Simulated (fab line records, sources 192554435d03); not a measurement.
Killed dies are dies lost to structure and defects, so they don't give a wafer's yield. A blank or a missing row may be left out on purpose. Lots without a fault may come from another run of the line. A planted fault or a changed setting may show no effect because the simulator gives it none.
Which tool did it? | flow n5_finfet | 24 lots, 72 wafers sampled, at 4 steps of a route of 1938

WHAT THE GAUGES READ, wafer by wafer
N5_BEOL_M6_CD_MEAS_28: target cd 40 nm.
lot  | measured     | on        | cd_nm (nm)
L075 | day 8 20:29  | cd_sem-03 | 39.83 39.85 39.77
L074 | day 8 22:03  | cd_sem-02 | 40.32 39.90 40.01
L076 | day 8 23:25  | cd_sem-02 | 40.13 40.01 40.08
L077 | day 9 11:16  | cd_sem-02 | 39.59 39.71 40.06
L078 | day 9 15:12  | cd_sem-02 | 40.09 39.86 40.19
L079 | day 9 17:17  | cd_sem-01 | 40.21 39.69 39.65
L080 | day 9 22:26  | cd_sem-02 | 40.18 40.06 39.80
L081 | day 10 14:46 | cd_sem-03 | 40.08 39.99 40.20
L082 | day 10 16:57 | cd_sem-02 | 40.06 40.02 39.88
L083 | day 10 22:20 | cd_sem-03 | 40.23 40.09 40.13
L084 | day 11 07:57 | cd_sem-01 | 39.63 40.05 39.95
L085 | day 11 11:37 | cd_sem-02 | 39.95 39.24 40.10
L086 | day 11 16:26 | cd_sem-02 | 40.01 40.11 40.08
L088 | day 11 23:56 | cd_sem-01 | 39.91 39.99 39.76
L089 | day 12 02:11 | cd_sem-02 | 39.70 40.15 40.04
L087 | day 12 07:58 | cd_sem-01 | 39.86 39.56 39.93
L090 | day 12 08:01 | cd_sem-03 | 40.04 39.67 39.91
L091 | day 12 14:33 | cd_sem-03 | 40.01 39.85 40.23
L093 | day 13 23:41 | cd_sem-02 | 40.02 40.43 40.41
L092 | day 14 01:22 | cd_sem-03 | 39.79 40.09 39.85
L097 | day 14 02:49 | cd_sem-01 | 40.01 40.15 40.19
L094 | day 14 05:34 | cd_sem-03 | 39.69 40.03 39.97
L095 | day 14 09:38 | cd_sem-01 | 40.22 40.02 40.20
L096 | day 15 01:39 | cd_sem-03 | 40.12 39.57 40.03

N5_BEOL_M6_CD_MEAS_35: target cd 40 nm, target cd y 28 nm.
lot  | measured     | on        | cd_nm (nm)
L075 | day 8 21:13  | cd_sem-02 | 41.2 40.5 40.3
L074 | day 8 22:46  | cd_sem-01 | 40.7 40.7 41.0
L076 | day 9 00:16  | cd_sem-02 | 40.7 40.0 39.3
L077 | day 9 11:58  | cd_sem-02 | 41.1 40.6 40.1
L078 | day 9 16:05  | cd_sem-02 | 41.0 41.4 40.9
L079 | day 9 18:01  | cd_sem-02 | 39.9 40.8 39.6
L080 | day 9 23:09  | cd_sem-01 | 39.5 39.4 39.1
L081 | day 10 15:28 | cd_sem-02 | 39.9 40.3 40.7
L082 | day 10 17:39 | cd_sem-01 | 40.4 40.4 40.2
L083 | day 10 23:02 | cd_sem-02 | 40.5 40.8 40.1
L084 | day 11 08:50 | cd_sem-02 | 40.0 39.8 40.2
L085 | day 11 12:19 | cd_sem-03 | 40.1 40.3 40.4
L086 | day 11 17:25 | cd_sem-01 | 40.2 40.6 40.4
L088 | day 12 00:48 | cd_sem-01 | 40.4 39.7 39.8
L089 | day 12 02:54 | cd_sem-03 | 40.5 41.0 41.4
L087 | day 12 08:53 | cd_sem-02 | 40.6 41.4 41.2
L090 | day 12 09:17 | cd_sem-03 | 40.0 40.4 39.6
L091 | day 12 15:15 | cd_sem-01 | 40.7 40.6 40.2
L093 | day 14 00:23 | cd_sem-01 | 39.3 39.3 40.5
L092 | day 14 02:04 | cd_sem-03 | 39.6 40.8 39.8
L097 | day 14 03:37 | cd_sem-02 | 38.7 39.4 38.5
L094 | day 14 06:16 | cd_sem-02 | 39.8 39.0 39.3
L095 | day 14 10:44 | cd_sem-02 | 40.9 39.9 39.4
L096 | day 15 02:43 | cd_sem-02 | 40.3 41.0 40.5

WHICH TOOL RAN EACH LOT (tool, then ch and the chambers of the sampled wafers, then the start)
lot  | N5_BEOL_M6_STRIP_67                | N5_BEOL_M6_DESCUM_33
L075 | rie_diel-05 ch 1,2, day 8 19:55    | rie_diel-05 ch 1,2,3, day 8 20:37
L074 | rie_diel-01 ch 0,1, day 8 21:22    | rie_diel-05 ch 0,1,2, day 8 22:10
L076 | rie_diel-01 ch 2,3, day 8 21:38    | rie_diel-05 ch 0,2,3, day 8 23:41
L077 | rie_diel-03 ch 0,1,3, day 9 10:34  | rie_diel-03 ch 1,2, day 9 11:23
L078 | rie_diel-03 ch 2,3, day 9 14:38    | rie_diel-03 ch 0,2,3, day 9 15:31
L079 | rie_diel-01 ch 1,3, day 9 16:37    | rie_diel-03 ch 0,1,3, day 9 17:25
L080 | rie_diel-05 ch 0,3, day 9 21:23    | rie_diel-03 ch 0,1,2, day 9 22:34
L081 | rie_diel-03 ch 0,1, day 10 11:13   | rie_diel-05 ch 0,2, day 10 14:53
L082 | rie_diel-01 ch 0,2, day 10 15:11   | rie_diel-01 ch 0,3, day 10 17:05
L083 | rie_diel-03 ch 0,2,3, day 10 21:41 | rie_diel-01 ch 0,1,2, day 10 22:28
L084 | rie_diel-05 ch 0,1,3, day 11 06:31 | rie_diel-05 ch 0,1,3, day 11 08:14
L085 | rie_diel-03 ch 0,2,3, day 11 10:58 | rie_diel-03 ch 2,3, day 11 11:44
L086 | rie_diel-05 ch 0,1,2, day 11 15:42 | rie_diel-03 ch 0,3, day 11 16:50
L088 | rie_diel-03 ch 0,1,3, day 11 21:52 | rie_diel-03 ch 1,3, day 12 00:13
L089 | rie_diel-05 ch 1,2,3, day 12 01:20 | rie_diel-05 ch 0,1,2, day 12 02:19
L087 | rie_diel-03 ch 0,3, day 12 04:31   | rie_diel-01 ch 0,1,2, day 12 08:17
L090 | rie_diel-03 ch 0,3, day 12 05:53   | rie_diel-03 ch 0,3, day 12 08:42
L091 | rie_diel-01 ch 1,2, day 12 13:01   | rie_diel-05 ch 0,1,3, day 12 14:40
L093 | rie_diel-05 ch 1,2,3, day 13 22:56 | rie_diel-01 ch 1,2,3, day 13 23:48
L092 | rie_diel-03 ch 0,3, day 13 23:06   | rie_diel-03 ch 0,1, day 14 01:29
L097 | rie_diel-03 ch 0,1,2, day 14 02:07 | rie_diel-01 ch 1,2, day 14 03:02
L094 | rie_diel-05 ch 1,3, day 14 02:49   | rie_diel-03 ch 0,2, day 14 05:41
L095 | rie_diel-01 ch 1,2, day 14 07:25   | rie_diel-05 ch 1,2,3, day 14 10:09
L096 | rie_diel-01 ch 0,1,2, day 14 23:55 | rie_diel-03 ch 0,1, day 15 02:08
- N5_BEOL_M6_STRIP_67: strips in CF4.
- N5_BEOL_M6_DESCUM_33: chemistry O2, time 7 s.

WHAT THE TOOLS THEMSELVES READ (means of the sampled wafers that have a number; where no wafer has one, the mark that the record gives instead)
N5_BEOL_M6_STRIP_67.
lot  | tool        | drypump_motor_current_A (A) | oes_product_au (a.u.) | rf_vpp_V (V) | showerhead_plenum_p_Torr (Torr) | throttle_valve_pct (%)
L075 | rie_diel-05 | 5.4                         | 0.74                  | 271.1        | 1.82                            | 13.50
L074 | rie_diel-01 | 6.2                         | 0.74                  | 272.5        | 1.86                            | 13.51
L076 | rie_diel-01 | 5.9                         | 0.80                  | 271.9        | 1.85                            | 13.69
L077 | rie_diel-03 | 5.4                         | 0.81                  | 272.2        | 1.85                            | 13.48
L078 | rie_diel-03 | 5.3                         | 0.68                  | 272.1        | 1.83                            | 13.52
L079 | rie_diel-01 | 6.1                         | 0.74                  | 272.4        | 1.86                            | 13.70
L080 | rie_diel-05 | 5.9                         | 0.69                  | 272.2        | 1.78                            | 13.77
L081 | rie_diel-03 | 5.7                         | 0.86                  | 272.7        | 1.87                            | 13.45
L082 | rie_diel-01 | 5.6                         | 0.85                  | 272.4        | 1.83                            | 13.54
L083 | rie_diel-03 | 5.5                         | 0.75                  | 272.5        | 1.85                            | 13.52
L084 | rie_diel-05 | 5.7                         | 0.80                  | 270.7        | 1.79                            | 13.39
L085 | rie_diel-03 | 5.4                         | 0.74                  | 272.2        | 1.85                            | 13.52
L086 | rie_diel-05 | 5.8                         | 0.78                  | 272.0        | 1.82                            | 13.42
L088 | rie_diel-03 | 5.4                         | 0.79                  | 272.0        | 1.85                            | 13.54
L089 | rie_diel-05 | 5.6                         | 0.86                  | 270.3        | 1.79                            | 13.40
L087 | rie_diel-03 | 5.4                         | 0.73                  | 273.3        | 1.85                            | 13.58
L090 | rie_diel-03 | 5.6                         | 0.79                  | 273.0        | 1.87                            | 13.53
L091 | rie_diel-01 | 5.4                         | 0.84                  | 272.8        | 1.83                            | 13.55
L093 | rie_diel-05 | 5.6                         | 0.82                  | 271.2        | 1.79                            | 13.45
L092 | rie_diel-03 | 5.5                         | 0.72                  | 273.1        | 1.84                            | 13.61
L097 | rie_diel-03 | 5.5                         | 0.85                  | 271.8        | 1.84                            | 13.35
L094 | rie_diel-05 | 5.3                         | 0.78                  | 271.5        | 1.77                            | 13.41
L095 | rie_diel-01 | 5.4                         | 0.82                  | 272.2        | 1.82                            | 13.58
L096 | rie_diel-01 | 5.8                         | 0.76                  | 272.3        | 1.83                            | 13.62

N5_BEOL_M6_DESCUM_33.
lot  | tool        | drypump_motor_current_A (A) | oes_product_au (a.u.) | rf_vpp_V (V) | showerhead_plenum_p_Torr (Torr) | throttle_valve_pct (%)
L075 | rie_diel-05 | 5.6                         | 0.70                  | 243.2        | 2.09                            | 20.48
L074 | rie_diel-05 | 5.8                         | 0.72                  | 244.2        | 2.13                            | 20.26
L076 | rie_diel-05 | 6.0                         | 0.69                  | 243.6        | 2.11                            | 20.50
L077 | rie_diel-03 | 5.3                         | 0.80                  | 243.4        | 2.15                            | 20.43
L078 | rie_diel-03 | 5.5                         | 0.75                  | 244.4        | 2.18                            | 20.34
L079 | rie_diel-03 | 5.5                         | 0.81                  | 244.0        | 2.17                            | 20.41
L080 | rie_diel-03 | 5.5                         | 0.80                  | 244.4        | 2.17                            | 20.35
L081 | rie_diel-05 | 6.1                         | 0.86                  | 243.8        | 2.13                            | 20.18
L082 | rie_diel-01 | 6.4                         | 0.72                  | 244.4        | 2.16                            | 20.35
L083 | rie_diel-01 | 5.8                         | 0.79                  | 243.9        | 2.17                            | 20.47
L084 | rie_diel-05 | 5.7                         | 0.80                  | 243.2        | 2.10                            | 20.24
L085 | rie_diel-03 | 5.3                         | 0.68                  | 243.7        | 2.15                            | 20.42
L086 | rie_diel-03 | 5.4                         | 0.74                  | 244.1        | 2.17                            | 20.42
L088 | rie_diel-03 | 5.3                         | 0.78                  | 243.7        | 2.14                            | 20.51
L089 | rie_diel-05 | 5.8                         | 0.77                  | 243.4        | 2.11                            | 20.18
L087 | rie_diel-01 | 5.7                         | 0.78                  | 244.7        | 2.16                            | 20.49
L090 | rie_diel-03 | 5.7                         | 0.79                  | 245.2        | 2.19                            | 20.37
L091 | rie_diel-05 | 5.8                         | 0.78                  | 243.8        | 2.09                            | 20.26
L093 | rie_diel-01 | 5.7                         | 0.76                  | 243.4        | 2.15                            | 20.47
L092 | rie_diel-03 | 5.7                         | 0.82                  | 244.6        | 2.18                            | 20.42
L097 | rie_diel-01 | 5.5                         | 0.78                  | 244.3        | 2.17                            | 20.51
L094 | rie_diel-03 | 5.5                         | 0.89                  | 243.9        | 2.17                            | 20.03
L095 | rie_diel-05 | 5.6                         | 0.82                  | 242.4        | 2.08                            | 20.30
L096 | rie_diel-03 | 5.7                         | 0.81                  | 244.3        | 2.17                            | 20.43

THE ANSWER, worked out from the rows above alone
Rule: what is usual is taken from the lots themselves. Put in order of their means at a reading, lots are off if they are a third of the lots or fewer, leave a main group of 4 or more, and stand apart from it by a gap of 3 or more times the standard deviation of the main group's means; of several such gaps the widest counts. A main group whose means are all the same, to the digits that the tables above print for the reading, isn't used. A lot without any number at a reading at which 4 lots or more have one is off too. The other lots that the step has rows for count as sound. The gauges are gone through in route order, then the tools' own readings, and for those a lot's mean is taken as printed above. The first step at which some lot is off is used, and at that step the reading that is off furthest; a lot without a number counts as furthest.
No lot is off at any reading shown: from this, nothing can be told.

WHAT THE SIMULATOR HAD PUT IN
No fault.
